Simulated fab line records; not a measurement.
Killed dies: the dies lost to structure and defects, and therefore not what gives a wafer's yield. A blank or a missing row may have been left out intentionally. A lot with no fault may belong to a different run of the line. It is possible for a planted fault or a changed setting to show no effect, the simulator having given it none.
fab line records    flow nandHarc    part 2 of 2: steps 28 to 35 of 35
record: lots: 5  wafers: 15  lastDay: 23
route steps=1159 shown A_CONTACT@867
lots that met no fault: taken from a fault-free run of the same line
startH: hours from the record's first day to the start of the lot's first wafer shown    waitH: hours elapsed since this lot's preceding step    " same as the row above    L1.1+2: one row covering several wafers at once    - either no value or no given start    * or withheld: withheld    < > ~ a bound
route shown NAME@n: a module of which the file shows steps, and the number in the route of the first    usual: mean/standard deviation of fault-free wafers    same: alike in all rows    chamber/n: place in a boat    sites: each site's reading    _std_site: the values' standard deviation    _edge_site: outer sites' mean less inner sites'    radiusMm: for every site, how far away it sits from the centre of the wafer    mask NAME#n: copy n    behind: the tool/chamber that last shaped the wafer    hold: the reason the lot was held/the length of the hold in hours/how it ended    device: the n, p or np transistor that did not switch    end of line: the same wafers' tests at the end of the route    step lacking rows: just its recipe    killed: count of dies lost to structure and defects at first sort (not the wafer's yield)    map: shows each die of a wafer: x if killed, . if not, _ if none is there
set.NAME: the setting as run; set.NAME@STEP: as run at that earlier step    model.NAME: the simulator's own value behind a step, which no gauge read
a table for each step, a row for each wafer; lots at some steps of the route
services: the hour from which a tool's chamber was out of use, counted from the record's first day as startH (under 0 if before that day), plus the number of hours and why
== steps ==
step: NHARC_A_CONTACT_PEB_67
recipe: pebTempC: 100  pebTimeS: 65
same: pebTimeS: 65
lot.wafer   tool           chamber  startH  waitH
L075.3+4+5  lithoTrack-06  0        374.91  0.0
L084.2+3+6  lithoTrack-06  0        439.93  0.1
L090.1+3+5  lithoTrack-01  0        468.12  0.1
L095.1+2+4  lithoTrack-01  0        487.73  0.1
L094.1+2+5  lithoTrack-06  0        491.96  0.1
step: NHARC_A_CONTACT_DEVELOP_68
recipe: developTimeS: 35  devTempC: 23
lot.wafer   tool           chamber  startH  waitH
L075.3+4+5  lithoTrack-06  0        -       -
L084.2+3+6  lithoTrack-06  0        -       -
L090.1+3+5  lithoTrack-01  0        -       -
L095.1+2+4  lithoTrack-01  0        -       -
L094.1+2+5  lithoTrack-06  0        -       -
step: NHARC_A_CONTACT_CD_MEAS_69
recipe: targetCdNm: 200  landingEnergyEv: 500
usual: cdNm: 199.9/0.41
lot.wafer  tool      chamber  startH  waitH  cdNm
L075.3     cdSem-02  0        374.99  -      200.8
L075.4     "         0        "       "      200.0
L075.5     "         0        "       "      200.3
L084.2     cdSem-02  0        440.01  -      200.0
L084.3     "         0        "       "      199.1
L084.6     "         0        "       "      199.5
L090.1     cdSem-03  0        468.20  -      199.9
L090.3     "         0        "       "      199.7
L090.5     "         0        "       "      199.7
L095.1     cdSem-03  0        487.81  -      199.7
L095.2     "         0        "       "      199.7
L095.4     "         0        "       "      199.4
L094.1     cdSem-02  0        492.05  -      200.9
L094.2     "         0        "       "      200.1
L094.5     "         0        "       "      200.0
step: NHARC_A_CONTACT_OVL_MEAS_70
usual: overlayXNm: 0.2/0.74  overlayYNm: 0.2/0.87
lot.wafer  tool        chamber  startH  waitH  overlayXNm  overlayYNm
L075.3     overlay-02  -        375.07  -      0.3         0.1
L075.4     "           -        "       "      0.5         -0.2
L075.5     "           -        "       "      0.6         0.1
L084.2     overlay-02  -        440.10  -      -1.1        0.9
L084.3     "           -        "       "      -0.7        0.3
L084.6     "           -        "       "      -0.9        0.8
L090.1     overlay-02  -        468.28  -      -0.9        -0.1
L090.3     "           -        "       "      -0.6        0.1
L090.5     "           -        "       "      -1.1        0.1
L095.1     overlay-01  -        487.90  -      0.4         0.2
L095.2     "           -        "       "      1.0         0.4
L095.4     "           -        "       "      0.1         0.6
L094.1     overlay-02  -        492.14  -      -0.3        0.7
L094.2     "           -        "       "      0.0         0.9
L094.5     "           -        "       "      -0.2        0.5
step: NHARC_A_CONTACT_INSPECT_71
usual: rawDefectCount: 28/10
lot.wafer  tool              chamber  startH  waitH  rawDefectCount
L075.3     defectInspect-01  -        375.11  0.0    21
L075.4     "                 -        "       "      20
L075.5     "                 -        "       "      10
L084.2     defectInspect-01  -        440.14  0.0    28
L084.3     "                 -        "       "      33
L084.6     "                 -        "       "      34
L090.1     defectInspect-01  -        468.32  0.0    19
L090.3     "                 -        "       "      12
L090.5     "                 -        "       "      13
L095.1     defectInspect-02  -        487.96  0.1    42
L095.2     "                 -        "       "      36
L095.4     "                 -        "       "      42
L094.1     defectInspect-02  -        492.17  0.0    41
L094.2     "                 -        "       "      39
L094.5     "                 -        "       "      31
step: NHARC_A_CONTACT_DESCUM_74
recipe: timeS: 3  o2FlowSccm: 200  arFlowSccm: 0  biasPowerW: 0  chemistry: O2
usual: drypumpMotorCurrentA: 5.7/0.41  oesProductAu: 0.998/0.0096  rfVppV: 57.6/0.89  showerheadPlenumPTorr: 1.87/0.069  throttleValvePct: 11.311/0.0099
lot.wafer  tool        chamber  startH  waitH  drypumpMotorCurrentA  oesProductAu  rfHoursCounterH  rfVppV  showerheadPlenumPTorr  throttleValvePct
L075.3     rieDiel-03  2        375.20  0.1    5.3                   1.007         28               57.9    1.80                   11.305
L075.4     "           3        "       "      5.6                   0.999         -                57.6    1.78                   11.291
L075.5     "           2        "       "      5.3                   1.004         -                57.9    1.80                   11.319
L084.3     rieDiel-03  0        440.20  0.1    6.2                   0.975         9                57.8    1.84                   11.306
L084.2     "           2        "       "      5.3                   1.006         7                56.8    1.80                   11.289
L084.6     "           1        "       "      5.7                   0.978         -                58.9    1.94                   11.297
L090.3     rieDiel-03  2        468.38  0.1    5.3                   0.997         15               56.4    1.80                   11.317
L090.1     "           0        "       "      6.3                   0.999         15               57.5    1.84                   11.317
L090.5     "           3        "       "      5.6                   1.005         -                57.8    1.77                   11.307
L095.1     rieDiel-06  2        488.02  0.1    6.1                   0.998         22               57.1    1.93                   11.297
L095.4     "           3        "       "      6.1                   1.002         22               59.4    1.97                   11.325
L095.2     "           0        "       "      5.2                   1.011         20               57.0    1.86                   11.312
L094.1     rieDiel-03  1        492.23  0.1    5.7                   0.999         19               58.6    1.94                   11.321
L094.2     "           0        "       "      6.3                   1.001         19               56.6    1.84                   11.315
L094.5     "           1        "       "      5.8                   0.997         -                58.0    1.94                   11.318
step: NHARC_A_CONTACT_ETCH_75
recipe: targetDepthA: 390  overEtchFrac: 0.3  timeS: 65  ionEnergyEv: 80  cf4FlowSccm: 150  arFlowSccm: 0  rfW: 300  biasW: 100  chemistry: CF4
usual: drypumpMotorCurrentA: 5.7/0.38  oesProductAu: 0.999/0.01  rfVppV: 150.8/1  showerheadPlenumPTorr: 1.73/0.061  throttleValvePct: 13.284/0.0093
lot.wafer  tool        chamber  startH  waitH  drypumpMotorCurrentA  oesProductAu  rfHoursCounterH  rfVppV  showerheadPlenumPTorr  throttleValvePct
L075.3     rieDiel-03  3        375.28  0.1    5.6                   1.002         33               150.2   1.65                   13.294
L075.5     "           3        "       "      5.6                   1.002         -                148.6   1.65                   13.272
L075.4     "           0        "       "      6.3                   1.011         -                152.6   1.71                   13.276
L084.2     rieDiel-03  2        440.28  0.1    5.3                   1.010         7                150.3   1.67                   13.266
L084.3     "           3        "       "      5.6                   1.008         8                149.3   1.65                   13.312
L084.6     "           3        "       "      5.6                   0.996         -                149.5   1.65                   13.300
L090.1     rieDiel-03  1        468.47  0.1    5.7                   0.998         15               151.5   1.79                   13.277
L090.3     "           2        "       "      5.3                   1.001         15               149.9   1.67                   13.287
L090.5     "           1        "       "      5.7                   0.995         -                152.3   1.79                   13.281
L095.1     rieDiel-06  3        488.10  0.1    6.1                   1.008         22               152.2   1.82                   13.286
L095.2     "           1        "       "      5.8                   0.990         20               151.1   1.81                   13.283
L095.4     "           2        "       "      6.1                   1.008         22               151.6   1.79                   13.295
L094.1     rieDiel-03  2        492.32  0.1    5.3                   1.006         19               149.8   1.67                   13.290
L094.2     "           3        "       "      5.6                   1.005         19               149.6   1.65                   13.283
L094.5     "           1        "       "      5.7                   0.997         -                151.1   1.79                   13.275
step: NHARC_A_CONTACT_ETCH_76
recipe: targetDepthA: 2600  overEtchFrac: 0.3  timeS: 475.3  ionEnergyEv: 200  n2FlowSccm: 150  h2FlowSccm: 150  arFlowSccm: 0  rfW: 400  biasW: 150  chemistry: N2/H2
usual: drypumpMotorCurrentA: 5.7/0.41  oesProductAu: 0.998/0.0088  rfVppV: 429.3/2.4  showerheadPlenumPTorr: 1.99/0.076  throttleValvePct: 14.172/0.0085
lot.wafer  tool        chamber  startH  waitH  drypumpMotorCurrentA  oesProductAu  rfHoursCounterH  rfVppV  showerheadPlenumPTorr  throttleValvePct
L075.3     rieDiel-03  0        -       -      6.2                   0.995         33               429.5   1.96                   14.177
L075.4     "           3        "       "      5.6                   1.009         -                427.2   1.89                   14.167
L075.5     "           0        "       "      6.3                   0.994         -                428.3   1.96                   14.160
L084.2     rieDiel-03  0        -       -      6.3                   0.995         9                428.0   1.96                   14.177
L084.3     "           3        "       "      5.6                   1.000         8                426.3   1.89                   14.163
L084.6     "           1        "       "      5.7                   0.994         -                431.3   2.07                   14.169
L090.1     rieDiel-03  2        -       -      5.3                   0.994         15               426.8   1.91                   14.167
L090.3     "           1        "       "      5.7                   0.985         15               432.1   2.07                   14.191
L090.5     "           3        "       "      5.6                   1.012         -                427.4   1.88                   14.181
L095.1     rieDiel-06  2        -       -      6.1                   1.005         22               431.3   2.06                   14.181
L095.2     "           3        "       "      6.1                   0.997         22               431.8   2.11                   14.183
L095.4     "           0        "       "      5.2                   1.005         20               429.4   1.98                   14.178
L094.2     rieDiel-03  2        -       -      5.3                   1.002         19               425.8   1.91                   14.167
L094.1     "           0        "       "      6.2                   0.992         19               428.8   1.96                   14.156
L094.5     "           1        "       "      5.7                   0.991         -                432.5   2.07                   14.181
== services ==
tool            chamber  startH  hours  kind
aclDep-02       -        351.40  13.0   pm
harCapEtch-03   -        362.89  0.4    repair
rieDiel-12      2        373.74  7.6    repair
rieDiel-12      -        379.46  9.0    pm
rieDiel-06      2        381.35  7.2    repair
pecvd-03        0        383.30  13.1   repair
rieDiel-03      -        392.33  9.0    pm
aclDep-03       -        406.62  13.0   pm
rieDiel-06      3        412.97  5.3    repair
rieDiel-06      0        415.46  5.6    repair
rieDiel-06      -        418.30  9.0    pm
arfiScanner-02  -        428.00  4.0    pm
rieDiel-12      2        429.66  12.4   repair
lithoTrack-01   -        443.00  7.0    pm
pecvd-03        -        450.68  0.5    repair
rieDiel-03      -        458.90  0.2    repair
lithoTrack-06   -        467.00  7.0    pm
rieDiel-12      0        470.14  6.4    repair
pecvd-03        -        473.62  13.0   pm
rieDiel-12      1        473.86  5.9    repair
aclDep-01       -        478.05  13.0   pm
wetBench-03     -        479.56  1.8    repair
wetBench-06     -        481.60  8.0    pm
arfiScanner-02  -        491.24  0.2    repair
